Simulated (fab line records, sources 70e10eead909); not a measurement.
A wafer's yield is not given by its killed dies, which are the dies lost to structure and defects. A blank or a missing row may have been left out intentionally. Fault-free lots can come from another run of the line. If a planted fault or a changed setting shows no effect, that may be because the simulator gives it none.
fab line records ; flow nand-harc
[record] lots = 7; wafers = 21; last-day = 23
route steps=1159 shown A_SLIT@784
lots with no fault: from the same line, run without faults
start-h: hours from the record's opening day to when the first of the lot's shown wafers began ; wait-h: hours since the lot's step before ; " as in the row above ; L1.1+2: several wafers, shown together as one row ; - value missing, or start not given ; * or withheld: withheld ; < > ~ a bound
route shown NAME@n: NAME is a module with steps in the file, n the number in the route of the first one ; usual: mean/standard deviation taken from wafers without a fault ; same: alike in all rows ; chamber/n: place in a boat ; sites: per-site readings ; _std_site: the standard deviation of these ; _edge_site: outer sites' mean less inner sites' ; radius-mm: for every site, how far away it sits from the centre of the wafer ; mask NAME#n: copy n ; behind: the most recent tool/chamber to have shaped the wafer ; hold: what put the lot on hold/how long, in hours/how the hold closed ; device: transistor that didn't switch, given as n, p or np ; end of line: at the end of the route, the tests of the same wafers ; a step without rows: its recipe alone ; killed: count of dies lost to structure and defects at first sort (not the wafer's yield) ; map: shows each die of a wafer: x if killed, . if not, _ if none is there
set.NAME: setting as actually run; set.NAME@STEP: the setting as run at that earlier step ; model.NAME: the simulator's own value behind a step, which no gauge read
certain route steps with their lots: each step a table, each wafer a row
services: from which hour (start-h, from the record's first day; less than 0 if before it) a tool's chamber was out of use, for how many hours, and why
[[steps]]
[step NHARC_A_SLIT_COAT_03]
[recipe] spin-rpm = 1500; resist-thk-nm = 90
[step NHARC_A_SLIT_SOFTBAKE_04]
[recipe] temp-c = 105; time-s = 55
[step NHARC_A_SLIT_EBR_05]
[step NHARC_A_SLIT_EXPOSE_06]
[recipe] na = 1.35; dose-mj = 60.82; mask-id = SLIT
[step NHARC_A_SLIT_PEB_07]
[recipe] peb-temp-c = 100; peb-time-s = 65
[step NHARC_A_SLIT_DEVELOP_08]
[recipe] develop-time-s = 35; dev-temp-c = 23
[step NHARC_A_SLIT_CD_MEAS_09]
[recipe] target-cd-nm = 300; landing-energy-ev = 500
[usual] cd-nm = 300.0/0.46
[same] landing-energy-ev = 500
lot.wafer;tool;chamber;start-h;wait-h;cd-nm
L691.1;cd-sem-01;0;315.34;-;299.8
L691.2;cd-sem-01;0;315.34;-;300.1
L691.5;cd-sem-01;0;315.34;-;300.5
L690.2;cd-sem-02;0;316.05;-;299.5
L690.3;cd-sem-02;0;316.05;-;300.2
L690.5;cd-sem-02;0;316.05;-;299.6
L703.3;cd-sem-03;0;394.86;-;299.4
L703.5;cd-sem-03;0;394.86;-;300.2
L703.6;cd-sem-03;0;394.86;-;300.3
L701.1;cd-sem-02;0;395.43;-;300.0
L701.4;cd-sem-02;0;395.43;-;299.9
L701.6;cd-sem-02;0;395.43;-;300.0
L702.1;cd-sem-02;0;395.58;-;301.3
L702.3;cd-sem-02;0;395.58;-;300.3
L702.4;cd-sem-02;0;395.58;-;300.3
L704.3;cd-sem-03;0;405.77;-;300.2
L704.5;cd-sem-03;0;405.77;-;300.6
L704.6;cd-sem-03;0;405.77;-;299.6
L708.2;cd-sem-03;0;430.82;-;300.2
L708.5;cd-sem-03;0;430.82;-;300.2
L708.6;cd-sem-03;0;430.82;-;300.1
[step NHARC_A_SLIT_OVL_MEAS_10]
[usual] overlay-x-nm = -0.2/0.81; overlay-y-nm = -0.1/0.97
lot.wafer;tool;chamber;start-h;wait-h;overlay-x-nm;overlay-y-nm
L691.1;overlay-02;-;315.43;-;0.2;-0.6
L691.2;overlay-02;-;315.43;-;-0.1;-0.6
L691.5;overlay-02;-;315.43;-;-0.1;-0.9
L690.2;overlay-02;-;316.14;-;-0.4;0.0
L690.3;overlay-02;-;316.14;-;-0.4;0.1
L690.5;overlay-02;-;316.14;-;-0.4;0.1
L703.3;overlay-02;-;394.95;-;0.1;1.2
L703.5;overlay-02;-;394.95;-;0.4;0.6
L703.6;overlay-02;-;394.95;-;0.0;1.2
L701.1;overlay-02;-;395.52;-;-1.1;0.4
L701.4;overlay-02;-;395.52;-;-1.3;-0.2
L701.6;overlay-02;-;395.52;-;-1.0;0.0
L702.1;overlay-01;-;395.68;-;1.5;-0.2
L702.3;overlay-01;-;395.68;-;1.8;0.0
L702.4;overlay-01;-;395.68;-;1.7;0.2
L704.3;overlay-01;-;405.86;-;-0.9;-0.9
L704.5;overlay-01;-;405.86;-;-0.5;-0.9
L704.6;overlay-01;-;405.86;-;-0.6;-0.9
L708.2;overlay-01;-;430.91;-;-0.8;-1.7
L708.5;overlay-01;-;430.91;-;-0.8;-1.5
L708.6;overlay-01;-;430.91;-;-0.6;-1.3
[step NHARC_A_SLIT_INSPECT_11]
[usual] raw-defect-count = 21/9.6
lot.wafer;tool;chamber;start-h;wait-h;raw-defect-count
L691.1;defect-inspect-01;-;315.46;0.0;25
L691.2;defect-inspect-01;-;315.46;0.0;22
L691.5;defect-inspect-01;-;315.46;0.0;14
L690.2;defect-inspect-01;-;316.19;0.1;16
L690.3;defect-inspect-01;-;316.19;0.1;5
L690.5;defect-inspect-01;-;316.19;0.1;17
L703.3;defect-inspect-02;-;394.98;0.0;14
L703.5;defect-inspect-02;-;394.98;0.0;17
L703.6;defect-inspect-02;-;394.98;0.0;9
L701.1;defect-inspect-02;-;395.56;0.0;29
L701.4;defect-inspect-02;-;395.56;0.0;35
L701.6;defect-inspect-02;-;395.56;0.0;37
L702.1;defect-inspect-01;-;395.72;0.0;26
L702.3;defect-inspect-01;-;395.72;0.0;36
L702.4;defect-inspect-01;-;395.72;0.0;22
L704.3;defect-inspect-02;-;405.89;0.0;15
L704.5;defect-inspect-02;-;405.89;0.0;12
L704.6;defect-inspect-02;-;405.89;0.0;9
L708.2;defect-inspect-01;-;430.95;0.0;6
L708.5;defect-inspect-01;-;430.95;0.0;16
L708.6;defect-inspect-01;-;430.95;0.0;12
[step NHARC_A_SLIT_DESCUM_14]
[recipe] time-s = 3; o2-flow-sccm = 200; ar-flow-sccm = 0; bias-power-w = 0; chemistry = O2
[usual] drypump-motor-current-A = 5.8/0.5; oes-product-au = 0.997/0.011; rf-vpp-V = 57.9/0.88; showerhead-plenum-p-Torr = 1.91/0.099; throttle-valve-pct = 11.311/0.0091
lot.wafer;tool;chamber;start-h;wait-h;drypump-motor-current-A;oes-product-au;rf-hours-counter-h;rf-vpp-V;showerhead-plenum-p-Torr;throttle-valve-pct
L691.2;rie-diel-06;0;315.52;0.1;5.9;1.009;5;58.5;2.00;11.323
L691.1;rie-diel-06;1;315.52;0.1;6.0;1.008;5;57.4;1.78;11.308
L691.5;rie-diel-06;1;315.52;0.1;6.0;1.004;-;56.6;1.78;11.321
L690.3;rie-diel-07;3;316.26;0.1;6.1;0.991;5;58.9;1.86;11.306
L690.2;rie-diel-07;0;316.26;0.1;6.8;1.006;5;59.0;1.92;11.328
L690.5;rie-diel-07;2;316.26;0.1;6.3;1.002;-;58.4;2.00;11.321
L703.3;rie-diel-12;0;395.06;0.1;5.8;0.992;1;58.8;1.99;11.313
L703.6;rie-diel-12;2;395.06;0.1;5.4;0.983;-;59.0;2.05;11.298
L703.5;rie-diel-12;3;395.06;0.1;6.5;1.015;-;58.3;2.01;11.317
L701.1;rie-diel-07;3;395.62;0.1;6.1;0.984;10;56.9;1.85;11.305
L701.4;rie-diel-07;0;395.62;0.1;6.7;0.989;10;58.1;1.92;11.312
L701.6;rie-diel-07;0;395.62;0.1;6.7;1.003;-;57.2;1.92;11.320
L702.1;rie-diel-06;2;395.78;0.1;5.7;0.993;12;58.3;1.82;11.314
L702.3;rie-diel-06;0;395.78;0.1;5.9;1.016;13;58.7;1.99;11.310
L702.4;rie-diel-06;1;395.78;0.1;6.0;0.997;13;57.6;1.77;11.325
L704.3;rie-diel-12;3;405.96;0.1;6.5;1.013;2;57.9;2.01;11.319
L704.5;rie-diel-12;2;405.96;0.1;5.4;0.978;-;58.2;2.05;11.305
L704.6;rie-diel-12;3;405.96;0.1;6.5;1.010;-;58.9;2.01;11.310
L708.2;rie-diel-06;1;431.03;0.1;6.0;0.996;1;56.5;1.77;11.320
L708.5;rie-diel-06;2;431.03;0.1;5.6;0.999;-;56.2;1.82;11.330
L708.6;rie-diel-06;3;431.03;0.1;5.0;0.980;-;58.6;1.78;11.312
[step NHARC_A_SLIT_ETCH_24]
[recipe] target-depth-a = 1210; time-s = 60.5; cf4-flow-sccm = 100; chf3-flow-sccm = 30; ar-flow-sccm = 0; rf-w = 500; bias-w = 200; chemistry = CF4/CHF3
[usual] drypump-motor-current-A = 5.8/0.5; oes-product-au = 0.960/0.017; rf-fwd-power-W = 495.2/2; rf-vpp-V = 370.7/2.7; showerhead-plenum-p-Torr = 1.57/0.076; throttle-valve-pct = 16.802/0.0091
lot.wafer;tool;chamber;start-h;wait-h;drypump-motor-current-A;oes-product-au;rf-fwd-power-W;rf-hours-counter-h;rf-vpp-V;showerhead-plenum-p-Torr;throttle-valve-pct
L691.2;rie-diel-06;2;315.61;0.1;5.6;0.958;493.9;5;368.5;1.50;16.811
L691.1;rie-diel-06;3;315.61;0.1;5.1;0.983;497.2;6;366.0;1.47;16.795
L691.5;rie-diel-06;1;315.61;0.1;6.0;0.970;493.3;-;367.3;1.47;16.798
L690.3;rie-diel-07;0;316.34;0.1;6.7;0.973;497.5;5;370.2;1.58;16.803
L690.2;rie-diel-07;3;316.34;0.1;6.1;0.942;496.0;5;368.8;1.53;16.805
L690.5;rie-diel-07;0;316.34;0.1;6.7;0.978;497.0;-;370.7;1.58;16.793
L703.3;rie-diel-12;0;395.13;0.1;5.8;0.967;497.1;1;372.9;1.63;16.796
L703.5;rie-diel-12;0;395.13;0.1;5.8;0.964;495.3;-;372.0;1.63;16.813
L703.6;rie-diel-12;1;395.13;0.1;4.9;0.972;495.7;-;370.3;1.58;16.797
L701.1;rie-diel-07;2;395.71;0.1;6.3;0.929;499.2;9;373.9;1.64;16.794
L701.4;rie-diel-07;3;395.71;0.1;6.1;0.915;496.6;10;369.1;1.53;16.808
L701.6;rie-diel-07;2;395.71;0.1;6.3;0.922;498.1;-;373.3;1.64;16.807
L702.1;rie-diel-06;1;395.86;0.1;6.0;0.989;497.3;13;366.5;1.47;16.815
L702.4;rie-diel-06;2;395.86;0.1;5.6;0.950;495.6;12;367.4;1.50;16.809
L702.3;rie-diel-06;0;395.86;0.1;5.9;0.992;494.4;13;373.3;1.64;16.804
L704.3;rie-diel-12;0;406.04;0.1;5.8;0.971;494.1;2;373.3;1.63;16.808
L704.5;rie-diel-12;3;406.04;0.1;6.5;0.983;493.0;-;372.0;1.65;16.814
L704.6;rie-diel-12;0;406.04;0.1;5.8;0.964;495.2;-;372.6;1.63;16.809
L708.2;rie-diel-06;3;431.09;0.1;5.0;0.948;496.2;0;365.9;1.47;16.807
L708.5;rie-diel-06;3;431.09;0.1;5.0;0.958;494.2;-;368.5;1.47;16.813
L708.6;rie-diel-06;0;431.09;0.1;5.9;0.972;495.1;-;373.9;1.64;16.801
[step NHARC_A_SLIT_ETCH_15]
[recipe] target-depth-a = 32000; over-etch-frac = 0.3; time-s = 832; ion-energy-ev = 150; o2-flow-sccm = 400; cos-flow-sccm = 20; ar-flow-sccm = 0; rf-w = 500; bias-w = 300; chemistry = O2/COS
[usual] drypump-motor-current-A = 5.8/0.51; oes-product-au = 0.995/0.0099; rf-fwd-power-W = 499.5/1.6; rf-vpp-V = 314.1/2.4; showerhead-plenum-p-Torr = 3.11/0.15; throttle-valve-pct = 28.330/0.01
lot.wafer;tool;chamber;start-h;wait-h;drypump-motor-current-A;oes-product-au;rf-fwd-power-W;rf-hours-counter-h;rf-vpp-V;showerhead-plenum-p-Torr;throttle-valve-pct
L691.1;rie-diel-06;0;-;-;5.9;1.005;500.2;5;316.0;3.25;28.324
L691.2;rie-diel-06;1;-;-;6.0;1.014;501.2;5;310.2;2.91;28.326
L691.5;rie-diel-06;2;-;-;5.6;0.990;499.1;-;313.9;2.98;28.323
L690.3;rie-diel-07;2;-;-;6.3;0.983;498.6;5;315.9;3.26;28.343
L690.2;rie-diel-07;1;-;-;5.9;1.006;499.2;5;315.9;3.28;28.332
L690.5;rie-diel-07;3;-;-;6.1;0.990;499.2;-;313.2;3.03;28.333
L703.3;rie-diel-12;0;-;-;5.8;0.982;500.6;1;316.4;3.24;28.328
L703.5;rie-diel-12;0;-;-;5.8;0.978;499.8;-;316.3;3.24;28.325
L703.6;rie-diel-12;1;-;-;4.9;1.000;499.7;-;313.8;3.13;28.326
L701.4;rie-diel-07;3;-;-;6.1;0.975;498.7;11;313.0;3.03;28.339
L701.1;rie-diel-07;1;-;-;5.9;0.996;498.6;10;316.8;3.28;28.333
L701.6;rie-diel-07;3;-;-;6.1;0.992;498.9;-;312.2;3.03;28.325
L702.1;rie-diel-06;1;-;-;6.0;1.004;498.5;13;312.7;2.91;28.333
L702.3;rie-diel-06;2;-;-;5.7;0.980;500.0;12;312.2;2.98;28.330
L702.4;rie-diel-06;0;-;-;5.9;1.008;500.1;13;316.0;3.24;28.316
L704.3;rie-diel-12;2;-;-;5.4;0.979;501.7;1;316.4;3.33;28.335
L704.6;rie-diel-12;1;-;-;4.9;0.986;498.5;-;314.7;3.13;28.337
L704.5;rie-diel-12;2;-;-;5.4;0.974;501.5;-;317.5;3.33;28.342
L708.2;rie-diel-06;0;-;-;5.9;0.999;498.2;1;315.4;3.24;28.321
L708.5;rie-diel-06;1;-;-;6.0;0.999;496.8;-;310.2;2.91;28.330
L708.6;rie-diel-06;2;-;-;5.7;1.008;499.4;-;313.1;2.98;28.311
[step NHARC_A_SLIT_ETCH_17]
[recipe] bias-v = 900; source-w = withheld; pressure-mtorr = 20; ar-flow-sccm = 375; c4f8-flow-sccm = 83.3; o2-flow-sccm = 41.7; time-s = 1687.5; target-depth-a = 1.01e+05; chemistry = C4F8/O2/Ar
[usual] drypump-motor-current-A = 5.3/0.31; showerhead-plenum-p-Torr = 3.69/0.093; throttle-valve-pct = 32.046/0.0088
lot.wafer;tool;chamber;start-h;wait-h;drypump-motor-current-A;rf-hours-counter-h;showerhead-plenum-p-Torr;throttle-valve-pct;model.A_SLIT.cd-nm
L691.2;har-etch-01;1;322.72;-;5.4;0;3.80;32.044;289.2
L691.1;har-etch-01;0;322.72;-;4.8;0;3.68;32.053;289.2
L691.5;har-etch-01;1;322.72;-;5.5;-;3.80;32.048;289.2
L690.2;har-etch-02;1;324.21;-;5.5;177;3.79;32.054;289.9
L690.3;har-etch-02;0;324.21;-;5.6;-;3.58;32.029;289.9
L690.5;har-etch-02;1;324.21;-;5.6;-;3.79;32.055;289.9
L701.1;har-etch-02;1;399.22;-;5.4;214;3.77;32.050;290.1
L701.4;har-etch-02;0;399.22;-;5.6;-;3.56;32.047;290.1
L701.6;har-etch-02;0;399.22;-;5.6;-;3.56;32.046;290.1
L703.3;har-etch-01;1;399.55;-;5.4;-;3.78;32.037;287.8
L703.5;har-etch-01;0;399.55;-;4.8;-;3.66;32.052;287.8
L703.6;har-etch-01;1;399.55;-;5.4;-;3.78;32.043;287.8
L702.1;har-etch-01;0;400.72;-;4.8;37;3.66;32.050;287.8
L702.4;har-etch-01;1;400.72;-;5.4;-;3.78;32.049;287.8
L702.3;har-etch-01;0;400.72;-;4.8;-;3.66;32.044;287.8
L704.3;har-etch-01;1;407.58;-;5.4;-;3.78;32.043;287.7
L704.6;har-etch-01;0;407.58;-;4.8;-;3.66;32.038;287.7
L704.5;har-etch-01;1;407.58;-;5.4;-;3.78;32.052;287.7
L708.2;har-etch-02;0;434.67;-;5.6;230;3.55;32.036;289.6
L708.6;har-etch-02;1;434.67;-;5.5;-;3.76;32.043;289.6
L708.5;har-etch-02;0;434.67;-;5.6;-;3.55;32.029;289.6
[step NHARC_A_SLIT_ETCH_26]
[recipe] bias-v = 400; source-w = 2000; pressure-mtorr = 25; time-s = 90; ar-flow-sccm = 375; c4f8-flow-sccm = 41.7; o2-flow-sccm = 83.3; target-depth-a = 4000; chemistry = C4F8/O2/Ar
[usual] drypump-motor-current-A = 5.3/0.32; rf-fwd-power-W = 1989/6.6; showerhead-plenum-p-Torr = 3.73/0.095; throttle-valve-pct = 27.619/0.0087
lot.wafer;tool;chamber;start-h;wait-h;drypump-motor-current-A;rf-fwd-power-W;rf-hours-counter-h;showerhead-plenum-p-Torr;throttle-valve-pct
L691.2;har-etch-01;1;324.23;1.3;5.4;1995;1;3.83;27.614
L691.1;har-etch-01;0;324.23;1.3;4.8;1992;1;3.71;27.633
L691.5;har-etch-01;1;324.23;1.3;5.4;1991;-;3.83;27.616
L690.2;har-etch-02;1;325.71;1.3;5.5;1979;179;3.83;27.608
L690.3;har-etch-02;0;325.71;1.3;5.6;1990;-;3.61;27.624
L690.5;har-etch-02;1;325.71;1.3;5.4;1994;-;3.83;27.619
L703.3;har-etch-01;1;400.38;0.6;5.4;1995;-;3.81;27.627
L703.5;har-etch-01;0;400.38;0.6;4.8;1993;-;3.69;27.629
L703.6;har-etch-01;1;400.38;0.6;5.4;1993;-;3.81;27.620
L701.1;har-etch-02;1;400.71;1.2;5.5;1973;215;3.81;27.614
L701.4;har-etch-02;0;400.71;1.2;5.6;2000;-;3.59;27.605
L701.6;har-etch-02;0;400.71;1.2;5.6;2003;-;3.59;27.616
L702.1;har-etch-01;0;402.00;1.0;4.8;1985;38;3.69;27.612
L702.4;har-etch-01;1;402.00;1.0;5.5;1986;-;3.81;27.611
L702.3;har-etch-01;0;402.00;1.0;4.8;1989;-;3.69;27.632
L704.3;har-etch-01;1;408.43;0.6;5.4;1992;-;3.81;27.635
L704.6;har-etch-01;0;408.43;0.6;4.8;1989;-;3.69;27.612
L704.5;har-etch-01;1;408.43;0.6;5.5;1988;-;3.81;27.618
L708.2;har-etch-02;0;435.94;1.0;5.6;1984;231;3.58;27.614
L708.6;har-etch-02;1;435.94;1.0;5.5;1979;-;3.80;27.625
L708.5;har-etch-02;0;435.94;1.0;5.6;1989;-;3.58;27.613
[[services]]
tool;chamber;start-h;hours;kind
rie-diel-06;0;299.23;-;clean
rie-diel-06;1;299.23;-;clean
rie-diel-06;2;299.23;-;clean
rie-diel-06;3;299.23;-;clean
har-etch-01;-;305.72;17.0;pm
rie-diel-06;0;323.73;-;clean
rie-diel-06;1;323.73;-;clean
rie-diel-06;2;323.73;-;clean
rie-diel-06;3;323.73;-;clean
rie-diel-06;0;348.23;-;clean
rie-diel-06;1;348.23;-;clean
rie-diel-06;2;348.23;-;clean
rie-diel-06;3;348.23;-;clean
rie-diel-06;2;350.02;8.7;repair
rie-diel-07;0;352.94;10.1;repair
rie-diel-06;-;365.64;0.5;repair
rie-diel-06;0;372.73;-;clean
rie-diel-06;1;372.73;-;clean
rie-diel-12;-;379.47;9.0;pm
rie-diel-07;2;385.39;3.9;repair
rie-diel-06;0;392.97;1.4;repair
rie-diel-07;-;405.20;9.0;pm
rie-diel-06;0;417.45;6.4;repair
rie-diel-06;-;418.20;9.0;pm
[[key]]
first-sign none at tools or gauges
[model-effect] step = NHARC_A_SLIT_ETCH_17; value = A_SLIT.cd-nm; without = 289.6; struck = 287.7
met-at NHARC_A_SLIT_ETCH_17
struck-wafers L702.1,L702.3,L702.4,L703.3,L703.5,L703.6,L704.3,L704.5,L704.6
tester-left-out L702,L703,L704
[fault] kind = process-parameter-drift; tool = har-etch-01; chamber = -; onset-h = 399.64; steps = NHARC_A_SLIT_ETCH_17; channel = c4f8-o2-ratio; offset = 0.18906; shape = step; end-h = 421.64; acts-in = these-recipes-only; stated = 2
// tester-left-out: of these lots the tester's yield and bins aren't shown, on N5 and GAA mostly nor the transistor test; their killed dies are dies lost to structure and defects alone, not to doping, threshold or leakage, so they don't give the yield
